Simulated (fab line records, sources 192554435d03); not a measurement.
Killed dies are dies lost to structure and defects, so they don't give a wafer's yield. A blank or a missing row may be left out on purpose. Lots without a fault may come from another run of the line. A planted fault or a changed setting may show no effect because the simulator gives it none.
A struck lot beside a sound one | flow n5_finfet | 16 steps out of a route of 1938
Sound: wafers L785.3, L785.5, L785.6. Struck: wafer L800.3. (L800.5 of the same lot was not struck and is left out.) The cause comes at the end.
At each step with rows: each side's tool, then ch and its chambers, then its first start. Under that, the readings that differ: sound wafers | struck wafers | difference of the means | sigmas: that difference in standard deviations of wafers without a fault.
alike: readings whose means differ by less than 2 such deviations, and words and numbers that are the same on both sides. not compared: withheld readings, readings that some wafer has no value for, bounds like >300 that may hide the same value, and numbers for which the record gives no deviation and whose values overlap.
The two part at a step that has a row with sigmas, a row that says differs or no value, or rows on one side only. Numbers that don't overlap but have no deviation are shown without sigmas and don't part them. A reading that every wafer of one side lacks parts them only if that side has two wafers or more.

N5_SDB_CD_MEAS_11: target cd 50 nm.
  sound on cd_sem-01 ch 0, day 4 16:15; struck on cd_sem-01 ch 0, day 8 13:23
  alike: cd_nm
N5_SDB_OVL_MEAS_12:
  sound on overlay-02 ch 0, day 4 16:17; struck on overlay-01 ch 0, day 8 13:25
  alike: SDB_OVL
N5_SDB_INSPECT_13: inspects for defects (brightfield).
  sound on defect_inspect-01, day 4 16:18; struck on defect_inspect-02, day 8 13:26
  alike: raw_defect_count
then, 1 step without rows for these wafers: N5_SDB_DESCUM_16 (chemistry O2, time 7.9 s).
N5_SDB_ETCH_17: etches SiARC in CF4, target depth 23.4 nm, time 39 s.
  sound on rie_diel-01 ch 1,2, day 4 16:22; struck on rie_diel-03 ch 2, day 8 13:30
  alike: cf4_flow_sccm, drypump_motor_current_A, etch_rf_on_time_s, oes_product_au, rf_vpp_V, showerhead_plenum_p_Torr, throttle_valve_pct
  not compared: rf_hours_counter_h
N5_SDB_ETCH_18: etches SOC in N2/H2, target depth 100 nm, overetch 20 nm, time 150 s.
  sound on rie_diel-01 ch 1,2, day 4 16:25; struck on rie_diel-03 ch 2, day 8 13:32
  alike: drypump_motor_current_A, oes_product_au, rf_vpp_V, showerhead_plenum_p_Torr, throttle_valve_pct
  not compared: rf_hours_counter_h
then, 1 step without rows for these wafers: N5_SDB_STRIP_19 (strips in N2/H2).
N5_SDB_STRIP_21: strips in CF4.
  sound on rie_diel-01 ch 1,2, day 4 16:32; struck on rie_diel-03 ch 2, day 8 13:41
  alike: cf4_flow_sccm, drypump_motor_current_A, oes_product_au, rf_vpp_V, showerhead_plenum_p_Torr, throttle_valve_pct
  not compared: rf_hours_counter_h
then, 1 step without rows for these wafers: N5_SDB_HM_OPEN_20 (chemistry CH3F/O2, target SiNx, stops on poly-Si, target depth 24 nm).
N5_SDB_STRIP_22: strips in N2/H2.
  sound on plasma_asher-02 ch 0,1, day 4 16:43; struck on plasma_asher-01 ch 1, day 8 13:49
  alike: drypump_motor_current_A, heater_power_w, oes_product_au, strip_time_to_endpoint_s
  not compared: rf_hours_counter_h
then, 2 steps without rows for these wafers: N5_SDB_PRECLEAN_23 (cleans in dHF, time 30 s); N5_SDB_DUMMY_REMOVE_24 (chemistry TMAH, target poly-Si, stops on SiO2, target depth 142 nm, time 57 s, rinse time 30 s).
N5_SDB_ETCH_25: etches SiO2 in C4F6/O2, target depth 10 nm, time 3.3 s.
  sound on rie_diel-03 ch 0,3, day 4 16:54; struck on rie_diel-03 ch 2, day 8 14:05
  reading                     | sound             | struck | difference | sigmas
  drypump_motor_current_A (A) | 6.4 5.2 6.4       | 4.7    | -1.3       | -2
  model.etch.depth_nm (nm)    | 10.06 10.03 10.14 | 14.15  | +4.07      |
  alike: oes_product_au, rf_vpp_V, showerhead_plenum_p_Torr, throttle_valve_pct
  not compared: rf_hours_counter_h
N5_SDB_CUT_ETCH_26: etches Si in HBr/Cl2/O2, target depth 129.6 nm, bt time 20 s, time 51.8 s.
  sound on rie_si-04 ch 0,3, day 4 16:59; struck on rie_si-03 ch 1, day 8 14:11
  alike: drypump_motor_current_A, oes_product_au, throttle_valve_pct
  not compared: rf_hours_counter_h
-- the record jumps here: 4 days lie between the struck wafers' starts before and after (it left off in module SDB and takes up again in module BEOL_M4, whose first step shown is number 1111 of the route) --
N5_BEOL_M4_RC_MEAS_101:
  sound on prober-01 ch 0, day 9 02:13; struck on prober-02 ch 0, day 13 01:14
  alike: DIBL_N, DIBL_P, IOFF_N, IOFF_P, ION_N, ION_P, SS_N, SS_P, VT_N, VT_P
N5_PASSIVATION_PROBE_49:
  the record has rows for the sound wafers here (prober-01, day 14 01:05) and none for the struck ones

WHERE THEY PART
First at N5_SDB_ETCH_25; last, within this record, at N5_PASSIVATION_PROBE_49.

WHY: what the simulator had put in
Process parameter drift: rie_diel-03, from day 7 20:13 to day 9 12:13, at N5_SDB_ETCH_25. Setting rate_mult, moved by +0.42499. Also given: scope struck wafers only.
